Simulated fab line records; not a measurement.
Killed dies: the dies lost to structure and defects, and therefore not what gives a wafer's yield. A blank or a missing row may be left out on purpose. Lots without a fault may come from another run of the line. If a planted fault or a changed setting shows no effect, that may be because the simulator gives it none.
fab line records || flow n5_finfet
record {"lots": 7, "wafers": 39}
route steps=1938 shown FIN_SAQP@94 MOL_CONTACT_COAG@615
start_h: start of the lot's first displayed wafer, in hours after the record's first day || wait_h: hours elapsed since this lot's preceding step || " the same as in the row above || L1.1+2: a row that stands for several wafers || - value missing, or start not given || * or withheld: withheld || < > ~ a bound
route shown NAME@n: a module of which the file shows steps, and the number in the route of the first || usual: mean and standard deviation over wafers with no fault || same: alike in all rows || chamber/n: place in a boat || sites: readings site by site || _std_site: how widely they spread, as a standard deviation || _edge_site: the outer-site mean with the inner-site mean subtracted || radius_mm: for every site, how far away it sits from the centre of the wafer || mask NAME#n: copy n || behind: tool/chamber where the wafer was last shaped || hold: why the lot was held/for how many hours/how that ended || device: the transistor (n, p or np) that didn't switch || end of line: the route-end tests of the same wafers || for a step that has no rows: nothing shown but its recipe || killed: dies that structure and defects cost at the first sort, which is not the same as the wafer's yield || map: dies across one wafer; x = killed, . = not, _ = none there
set.NAME: the setting as run; set.NAME@STEP: as run at that earlier step || model.NAME: the simulator's own value behind a step, which no gauge read
lots whose settings were changed on purpose; a table a step, a row a wafer
## steps
# step N5_FIN_SAQP_ALD_61
# recipe {"material": "SiO2", "target_thk_a": 40, "temp_c": 300, "ald_precursor_family": "BDEAS", "ald_co_reactant": "O2-plasma", "pulse_time_s": 1, "purge_time_s": 2, "co_reactant_purge_time_s": 2, "ald_cycles": 43, "pressure_torr": 2}
{"lot.wafer": "L079.1", "tool": "ald_sin-03", "chamber": 1, "start_h": 51.77, "wait_h": 1.0, "set.ald_cycles": 45, "model.SiO2_of_FIN_SAQP_ALD_61.thk_nm": 4.212}
{"lot.wafer": "L079.2", "tool": "ald_sin-03", "chamber": 3, "start_h": 51.77, "wait_h": 1.0, "set.ald_cycles": 43, "model.SiO2_of_FIN_SAQP_ALD_61.thk_nm": 4.007}
{"lot.wafer": "L079.3", "tool": "ald_sin-03", "chamber": 2, "start_h": 51.77, "wait_h": 1.0, "set.ald_cycles": 43, "model.SiO2_of_FIN_SAQP_ALD_61.thk_nm": 3.984}
{"lot.wafer": "L079.4", "tool": "ald_sin-03", "chamber": 0, "start_h": 51.77, "wait_h": 1.0, "set.ald_cycles": 45, "model.SiO2_of_FIN_SAQP_ALD_61.thk_nm": 4.164}
{"lot.wafer": "L079.5", "tool": "ald_sin-03", "chamber": 3, "start_h": 51.77, "wait_h": 1.0, "set.ald_cycles": 43, "model.SiO2_of_FIN_SAQP_ALD_61.thk_nm": 3.996}
{"lot.wafer": "L079.6", "tool": "ald_sin-03", "chamber": 2, "start_h": 51.77, "wait_h": 1.0, "set.ald_cycles": 45, "model.SiO2_of_FIN_SAQP_ALD_61.thk_nm": 4.172}
{"lot.wafer": "L080.1", "tool": "ald_sin-04", "chamber": 3, "start_h": 57.31, "wait_h": 0.2, "set.ald_cycles": 43, "model.SiO2_of_FIN_SAQP_ALD_61.thk_nm": 4.012}
{"lot.wafer": "L080.2", "tool": "ald_sin-04", "chamber": 1, "start_h": 57.31, "wait_h": 0.2, "set.ald_cycles": 41, "model.SiO2_of_FIN_SAQP_ALD_61.thk_nm": 3.811}
{"lot.wafer": "L080.3", "tool": "ald_sin-04", "chamber": 2, "start_h": 57.31, "wait_h": 0.2, "set.ald_cycles": 43, "model.SiO2_of_FIN_SAQP_ALD_61.thk_nm": 3.976}
{"lot.wafer": "L080.4", "tool": "ald_sin-04", "chamber": 0, "start_h": 57.31, "wait_h": 0.2, "set.ald_cycles": 43, "model.SiO2_of_FIN_SAQP_ALD_61.thk_nm": 4.003}
{"lot.wafer": "L080.5", "tool": "ald_sin-04", "chamber": 0, "start_h": 57.31, "wait_h": 0.2, "set.ald_cycles": 41, "model.SiO2_of_FIN_SAQP_ALD_61.thk_nm": 3.823}
{"lot.wafer": "L080.6", "tool": "ald_sin-04", "chamber": 1, "start_h": 57.31, "wait_h": 0.2, "set.ald_cycles": 41, "model.SiO2_of_FIN_SAQP_ALD_61.thk_nm": 3.825}
{"lot.wafer": "L082.1", "tool": "ald_sin-03", "chamber": 1, "start_h": 68.79, "wait_h": 0.0, "set.ald_cycles": 43, "model.SiO2_of_FIN_SAQP_ALD_61.thk_nm": 3.993}
{"lot.wafer": "L082.2", "tool": "ald_sin-03", "chamber": 3, "start_h": 68.79, "wait_h": 0.0, "set.ald_cycles": 38, "model.SiO2_of_FIN_SAQP_ALD_61.thk_nm": 3.541}
{"lot.wafer": "L082.3", "tool": "ald_sin-03", "chamber": 2, "start_h": 68.79, "wait_h": 0.0, "set.ald_cycles": 38, "model.SiO2_of_FIN_SAQP_ALD_61.thk_nm": 3.542}
{"lot.wafer": "L082.4", "tool": "ald_sin-03", "chamber": 0, "start_h": 68.79, "wait_h": 0.0, "set.ald_cycles": 43, "model.SiO2_of_FIN_SAQP_ALD_61.thk_nm": 3.995}
{"lot.wafer": "L082.5", "tool": "ald_sin-03", "chamber": 1, "start_h": 68.79, "wait_h": 0.0, "set.ald_cycles": 43, "model.SiO2_of_FIN_SAQP_ALD_61.thk_nm": 4.017}
{"lot.wafer": "L082.6", "tool": "ald_sin-03", "chamber": 2, "start_h": 68.79, "wait_h": 0.0, "set.ald_cycles": 38, "model.SiO2_of_FIN_SAQP_ALD_61.thk_nm": 3.53}
{"lot.wafer": "L085.2", "tool": "ald_sin-03", "chamber": 1, "start_h": 86.73, "wait_h": 0.0, "set.ald_cycles": 43, "model.SiO2_of_FIN_SAQP_ALD_61.thk_nm": 3.978}
{"lot.wafer": "L085.5", "tool": "ald_sin-03", "chamber": 1, "start_h": 86.73, "wait_h": 0.0, "set.ald_cycles": 43, "model.SiO2_of_FIN_SAQP_ALD_61.thk_nm": 3.99}
{"lot.wafer": "L085.6", "tool": "ald_sin-03", "chamber": 0, "start_h": 86.73, "wait_h": 0.0, "set.ald_cycles": 43, "model.SiO2_of_FIN_SAQP_ALD_61.thk_nm": 3.966}
{"lot.wafer": "L087.1", "tool": "ald_sin-01", "chamber": 2, "start_h": 98.22, "wait_h": 0.0, "set.ald_cycles": 47, "model.SiO2_of_FIN_SAQP_ALD_61.thk_nm": 4.369}
{"lot.wafer": "L087.2", "tool": "ald_sin-01", "chamber": 0, "start_h": 98.22, "wait_h": 0.0, "set.ald_cycles": 47, "model.SiO2_of_FIN_SAQP_ALD_61.thk_nm": 4.365}
{"lot.wafer": "L087.3", "tool": "ald_sin-01", "chamber": 1, "start_h": 98.22, "wait_h": 0.0, "set.ald_cycles": 43, "model.SiO2_of_FIN_SAQP_ALD_61.thk_nm": 3.964}
{"lot.wafer": "L087.4", "tool": "ald_sin-01", "chamber": 3, "start_h": 98.22, "wait_h": 0.0, "set.ald_cycles": 47, "model.SiO2_of_FIN_SAQP_ALD_61.thk_nm": 4.349}
{"lot.wafer": "L087.5", "tool": "ald_sin-01", "chamber": 1, "start_h": 98.22, "wait_h": 0.0, "set.ald_cycles": 43, "model.SiO2_of_FIN_SAQP_ALD_61.thk_nm": 4.002}
{"lot.wafer": "L087.6", "tool": "ald_sin-01", "chamber": 0, "start_h": 98.22, "wait_h": 0.0, "set.ald_cycles": 43, "model.SiO2_of_FIN_SAQP_ALD_61.thk_nm": 3.979}
{"lot.wafer": "L090.1+6", "tool": "ald_sin-03", "chamber": "0,2", "start_h": 116.55, "wait_h": 0.4, "set.ald_cycles": 43, "model.SiO2_of_FIN_SAQP_ALD_61.thk_nm": 3.991}
{"lot.wafer": "L090.2", "tool": "ald_sin-03", "chamber": 3, "start_h": 116.55, "wait_h": 0.4, "set.ald_cycles": 43, "model.SiO2_of_FIN_SAQP_ALD_61.thk_nm": 4.002}
{"lot.wafer": "L090.3", "tool": "ald_sin-03", "chamber": 2, "start_h": 116.55, "wait_h": 0.4, "set.ald_cycles": 43, "model.SiO2_of_FIN_SAQP_ALD_61.thk_nm": 3.999}
{"lot.wafer": "L090.4", "tool": "ald_sin-03", "chamber": 1, "start_h": 116.55, "wait_h": 0.4, "set.ald_cycles": 43, "model.SiO2_of_FIN_SAQP_ALD_61.thk_nm": 4.008}
{"lot.wafer": "L090.5", "tool": "ald_sin-03", "chamber": 1, "start_h": 116.55, "wait_h": 0.4, "set.ald_cycles": 43, "model.SiO2_of_FIN_SAQP_ALD_61.thk_nm": 4.032}
{"lot.wafer": "L096.1", "tool": "ald_sin-03", "chamber": 3, "start_h": 152.77, "wait_h": 0.0, "set.ald_cycles": 43, "model.SiO2_of_FIN_SAQP_ALD_61.thk_nm": 3.993}
{"lot.wafer": "L096.2", "tool": "ald_sin-03", "chamber": 0, "start_h": 152.77, "wait_h": 0.0, "set.ald_cycles": 36, "model.SiO2_of_FIN_SAQP_ALD_61.thk_nm": 3.34}
{"lot.wafer": "L096.3", "tool": "ald_sin-03", "chamber": 1, "start_h": 152.77, "wait_h": 0.0, "set.ald_cycles": 43, "model.SiO2_of_FIN_SAQP_ALD_61.thk_nm": 3.998}
{"lot.wafer": "L096.4", "tool": "ald_sin-03", "chamber": 2, "start_h": 152.77, "wait_h": 0.0, "set.ald_cycles": 43, "model.SiO2_of_FIN_SAQP_ALD_61.thk_nm": 3.978}
{"lot.wafer": "L096.5", "tool": "ald_sin-03", "chamber": 0, "start_h": 152.77, "wait_h": 0.0, "set.ald_cycles": 36, "model.SiO2_of_FIN_SAQP_ALD_61.thk_nm": 3.296}
{"lot.wafer": "L096.6", "tool": "ald_sin-03", "chamber": 3, "start_h": 152.77, "wait_h": 0.0, "set.ald_cycles": 36, "model.SiO2_of_FIN_SAQP_ALD_61.thk_nm": 3.33}
# step N5_MOL_CONTACT_COAG_VIA_ETCH_117
# recipe {"chemistry": "C4F6/O2", "target_depth_a": 400, "overetch_a": 80, "mask_material": "SOC", "target": "SiO2", "bias_w": 455, "pressure_mtorr": 10, "time_s": 26, "source_w": 325, "Ar_flow_sccm": 300, "C4F6_flow_sccm": 10, "O2_flow_sccm": 10, "ion_energy_ev": 575.3, "ends": "end_point"}
# usual {"rf_vpp_V": "1571/24"}
{"lot.wafer": "L079.1", "tool": "rie_diel-02", "chamber": 2, "start_h": 132.41, "wait_h": 0.0, "set.bias_w": 455, "rf_vpp_V": 1537}
{"lot.wafer": "L079.2", "tool": "rie_diel-02", "chamber": 3, "start_h": 132.41, "wait_h": 0.0, "set.bias_w": 455, "rf_vpp_V": 1606}
{"lot.wafer": "L079.3", "tool": "rie_diel-02", "chamber": 1, "start_h": 132.41, "wait_h": 0.0, "set.bias_w": 455, "rf_vpp_V": 1567}
{"lot.wafer": "L079.4", "tool": "rie_diel-02", "chamber": 3, "start_h": 132.41, "wait_h": 0.0, "set.bias_w": 455, "rf_vpp_V": 1606}
{"lot.wafer": "L079.5", "tool": "rie_diel-02", "chamber": 1, "start_h": 132.41, "wait_h": 0.0, "set.bias_w": 455, "rf_vpp_V": 1566}
{"lot.wafer": "L079.6", "tool": "rie_diel-02", "chamber": 3, "start_h": 132.41, "wait_h": 0.0, "set.bias_w": 455, "rf_vpp_V": 1607}
{"lot.wafer": "L080.1", "tool": "rie_diel-06", "chamber": 3, "start_h": 137.39, "wait_h": 0.0, "set.bias_w": 417.2, "rf_vpp_V": 1468}
{"lot.wafer": "L080.2", "tool": "rie_diel-06", "chamber": 0, "start_h": 137.39, "wait_h": 0.0, "set.bias_w": 455, "rf_vpp_V": 1552}
{"lot.wafer": "L080.3", "tool": "rie_diel-06", "chamber": 2, "start_h": 137.39, "wait_h": 0.0, "set.bias_w": 455, "rf_vpp_V": 1545}
{"lot.wafer": "L080.4", "tool": "rie_diel-06", "chamber": 1, "start_h": 137.39, "wait_h": 0.0, "set.bias_w": 417.2, "rf_vpp_V": 1459}
{"lot.wafer": "L080.5", "tool": "rie_diel-06", "chamber": 2, "start_h": 137.39, "wait_h": 0.0, "set.bias_w": 417.2, "rf_vpp_V": 1446}
{"lot.wafer": "L080.6", "tool": "rie_diel-06", "chamber": 1, "start_h": 137.39, "wait_h": 0.0, "set.bias_w": 455, "rf_vpp_V": 1558}
{"lot.wafer": "L082.1", "tool": "rie_diel-02", "chamber": 2, "start_h": 146.80, "wait_h": 0.0, "set.bias_w": 525.7, "rf_vpp_V": 1711}
{"lot.wafer": "L082.2", "tool": "rie_diel-02", "chamber": 3, "start_h": 146.80, "wait_h": 0.0, "set.bias_w": 455, "rf_vpp_V": 1607}
{"lot.wafer": "L082.3", "tool": "rie_diel-02", "chamber": 0, "start_h": 146.80, "wait_h": 0.0, "set.bias_w": 525.7, "rf_vpp_V": 1766}
{"lot.wafer": "L082.4", "tool": "rie_diel-02", "chamber": 1, "start_h": 146.80, "wait_h": 0.0, "set.bias_w": 455, "rf_vpp_V": 1566}
{"lot.wafer": "L082.5", "tool": "rie_diel-02", "chamber": 0, "start_h": 146.80, "wait_h": 0.0, "set.bias_w": 525.7, "rf_vpp_V": 1766}
{"lot.wafer": "L082.6", "tool": "rie_diel-02", "chamber": 3, "start_h": 146.80, "wait_h": 0.0, "set.bias_w": 455, "rf_vpp_V": 1606}
{"lot.wafer": "L085.2", "tool": "rie_diel-02", "chamber": 1, "start_h": 169.28, "wait_h": 0.0, "set.bias_w": 455, "rf_vpp_V": 1566}
{"lot.wafer": "L085.5", "tool": "rie_diel-02", "chamber": 0, "start_h": 169.28, "wait_h": 0.0, "set.bias_w": 455, "rf_vpp_V": 1586}
{"lot.wafer": "L085.6", "tool": "rie_diel-02", "chamber": 3, "start_h": 169.28, "wait_h": 0.0, "set.bias_w": 455, "rf_vpp_V": 1606}
{"lot.wafer": "L087.1", "tool": "rie_diel-02", "chamber": 1, "start_h": 177.71, "wait_h": 0.0, "set.bias_w": 412.9, "rf_vpp_V": 1456}
{"lot.wafer": "L087.2", "tool": "rie_diel-02", "chamber": 0, "start_h": 177.71, "wait_h": 0.0, "set.bias_w": 412.9, "rf_vpp_V": 1472}
{"lot.wafer": "L087.3", "tool": "rie_diel-02", "chamber": 2, "start_h": 177.71, "wait_h": 0.0, "set.bias_w": 455, "rf_vpp_V": 1535}
{"lot.wafer": "L087.4", "tool": "rie_diel-02", "chamber": 3, "start_h": 177.71, "wait_h": 0.0, "set.bias_w": 455, "rf_vpp_V": 1607}
{"lot.wafer": "L087.5", "tool": "rie_diel-02", "chamber": 2, "start_h": 177.71, "wait_h": 0.0, "set.bias_w": 455, "rf_vpp_V": 1535}
{"lot.wafer": "L087.6", "tool": "rie_diel-02", "chamber": 3, "start_h": 177.71, "wait_h": 0.0, "set.bias_w": 412.9, "rf_vpp_V": 1493}
{"lot.wafer": "L090.1", "tool": "rie_diel-02", "chamber": 1, "start_h": 196.07, "wait_h": 0.0, "set.bias_w": 455, "rf_vpp_V": 1566}
{"lot.wafer": "L090.2", "tool": "rie_diel-02", "chamber": 3, "start_h": 196.07, "wait_h": 0.0, "set.bias_w": 455, "rf_vpp_V": 1606}
{"lot.wafer": "L090.3", "tool": "rie_diel-02", "chamber": 0, "start_h": 196.07, "wait_h": 0.0, "set.bias_w": 455, "rf_vpp_V": 1586}
{"lot.wafer": "L090.4", "tool": "rie_diel-02", "chamber": 2, "start_h": 196.07, "wait_h": 0.0, "set.bias_w": 455, "rf_vpp_V": 1536}
{"lot.wafer": "L090.5", "tool": "rie_diel-02", "chamber": 2, "start_h": 196.07, "wait_h": 0.0, "set.bias_w": 455, "rf_vpp_V": 1537}
{"lot.wafer": "L090.6", "tool": "rie_diel-02", "chamber": 1, "start_h": 196.07, "wait_h": 0.0, "set.bias_w": 455, "rf_vpp_V": 1568}
{"lot.wafer": "L096.1", "tool": "rie_diel-02", "chamber": 0, "start_h": 231.40, "wait_h": 0.0, "set.bias_w": 433.1, "rf_vpp_V": 1528}
{"lot.wafer": "L096.2", "tool": "rie_diel-02", "chamber": 1, "start_h": 231.40, "wait_h": 0.0, "set.bias_w": 455, "rf_vpp_V": 1566}
{"lot.wafer": "L096.3", "tool": "rie_diel-02", "chamber": 3, "start_h": 231.40, "wait_h": 0.0, "set.bias_w": 455, "rf_vpp_V": 1604}
{"lot.wafer": "L096.4", "tool": "rie_diel-02", "chamber": 2, "start_h": 231.40, "wait_h": 0.0, "set.bias_w": 433.1, "rf_vpp_V": 1479}
{"lot.wafer": "L096.5", "tool": "rie_diel-02", "chamber": 1, "start_h": 231.40, "wait_h": 0.0, "set.bias_w": 433.1, "rf_vpp_V": 1508}
{"lot.wafer": "L096.6", "tool": "rie_diel-02", "chamber": 2, "start_h": 231.40, "wait_h": 0.0, "set.bias_w": 455, "rf_vpp_V": 1536}
## key
split {"step": "N5_FIN_SAQP_ALD_61", "setting": "ald_cycles", "stated": 43, "by": "wafer"}
response {"step": "N5_FIN_SAQP_ALD_61", "reading": "model.SiO2_of_FIN_SAQP_ALD_61.thk_nm", "change": "+0.0405", "per": "1%", "r": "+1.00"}
split {"step": "N5_MOL_CONTACT_COAG_VIA_ETCH_117", "setting": "bias_w", "stated": 455, "by": "wafer"}
response {"step": "N5_MOL_CONTACT_COAG_VIA_ETCH_117", "reading": "rf_vpp_V", "change": "+10.2", "per": "1%", "r": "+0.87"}
